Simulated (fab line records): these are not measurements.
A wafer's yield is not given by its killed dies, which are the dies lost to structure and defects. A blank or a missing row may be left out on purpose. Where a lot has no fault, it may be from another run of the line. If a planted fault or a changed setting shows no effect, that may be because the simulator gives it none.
A struck lot beside a sound one / flow n5 finfet / 15 out of 1938 route steps
Sound: wafers L424.4, L424.5, L424.6. Wafers L416.2, L416.3, L416.6 were the ones struck. The cause is given at the end.
At each step with rows: each side's tool, then ch and its chambers, then its first start. Under that, the readings that differ: sound wafers / struck wafers / difference of the means / sigmas: that difference in standard deviations of wafers without a fault.
alike: a reading whose means differ by less than 2 such deviations, as well as words and numbers matching on both sides. not compared: withheld readings; readings where some wafer has no value; bounds like >300 that might hide an equal value; numbers whose values overlap and for which the record gives no deviation.
The two part at a step that has a row with sigmas, a row that says differs or no value, or rows on one side only. Non-overlapping numbers with no deviation appear without sigmas and do not part them. Lack of a reading on every wafer of one side parts them only where that side has two or more wafers.

first, 1 step without rows for these wafers: N5_BEOL_M1_CVD_47 (deposits Co from CCTBA/H2, target thk 3 nm, time 223.8 s).
N5_BEOL_M1_SPUTTER_48: material Cu, target thk 4.5 nm, time 8.29 s.
  sound: pvd sputter-01 at day 10 09:22; struck: pvd sputter-01 at day 8 15:13
  alike: throttle valve pct
then, 2 steps without rows for these wafers: N5_BEOL_M1_ANNEAL_49 (time 240 s); N5_BEOL_M1_SPUTTER_79 (material Cu, target thk 4.5 nm, time 8.29 s).
N5_BEOL_M1_ANNEAL_80: time 240 s.
  sound: pvd sputter-01 at day 10 09:58; struck: pvd sputter-01 at day 8 15:31
  alike: heater power w, susceptor temp C
then, 3 steps without rows for these wafers: N5_BEOL_M1_SPUTTER_81 (material Cu, target thk 4.5 nm, time 8.29 s); N5_BEOL_M1_ANNEAL_82 (time 240 s); N5_BEOL_M1_SPUTTER_86 (material Cu, target thk 4.5 nm, time 8.29 s).
N5_BEOL_M1_ANNEAL_87: time 240 s.
  sound: pvd sputter-01 at day 10 10:37; struck: pvd sputter-01 at day 8 15:57
  alike: heater power w, susceptor temp C
then, 1 step without rows for these wafers: N5_BEOL_M1_SPUTTER_88 (material Cu, target thk 4.5 nm, time 8.29 s).
N5_BEOL_M1_ANNEAL_89: time 240 s.
  sound: pvd sputter-01 at day 10 10:50; struck: pvd sputter-01 at day 8 16:10
  alike: heater power w, susceptor temp C
then, 1 step without rows for these wafers: N5_BEOL_M1_SPUTTER_90 (material Cu, target thk 4.5 nm, time 8.29 s).
N5_BEOL_M1_ANNEAL_91: time 240 s.
  sound: pvd sputter-01 at day 10 11:04; struck: pvd sputter-01 at day 8 16:23
  no value came back on the struck wafers for heater power w (W), susceptor temp C (C), time s (s); on the sound wafers heater power w (W) reads 926 748 915
N5_BEOL_M1_SPUTTER_92: material Cu, target thk 4.5 nm, time 8.29 s.
  sound: pvd sputter-01 at day 10 11:12; struck: pvd sputter-01 at day 8 16:32
  alike: throttle valve pct
N5_BEOL_M4_RC_MEAS_101:
  sound on prober-02 ch 0, day 12 02:07; struck on prober-02 ch 0, day 10 06:39
  alike: DIBL_N, DIBL_P, IOFF_N, IOFF_P, ION_N, ION_P, SS_N, SS_P, VT_N, VT_P

WHERE THEY PART
At N5_BEOL_M1_ANNEAL_91 and nowhere else, as far as this record goes. Later steps at which nothing parts them and some readings are alike: N5_BEOL_M1_SPUTTER_92, N5_BEOL_M4_RC_MEAS_101.

WHY: what had been put in by the simulator
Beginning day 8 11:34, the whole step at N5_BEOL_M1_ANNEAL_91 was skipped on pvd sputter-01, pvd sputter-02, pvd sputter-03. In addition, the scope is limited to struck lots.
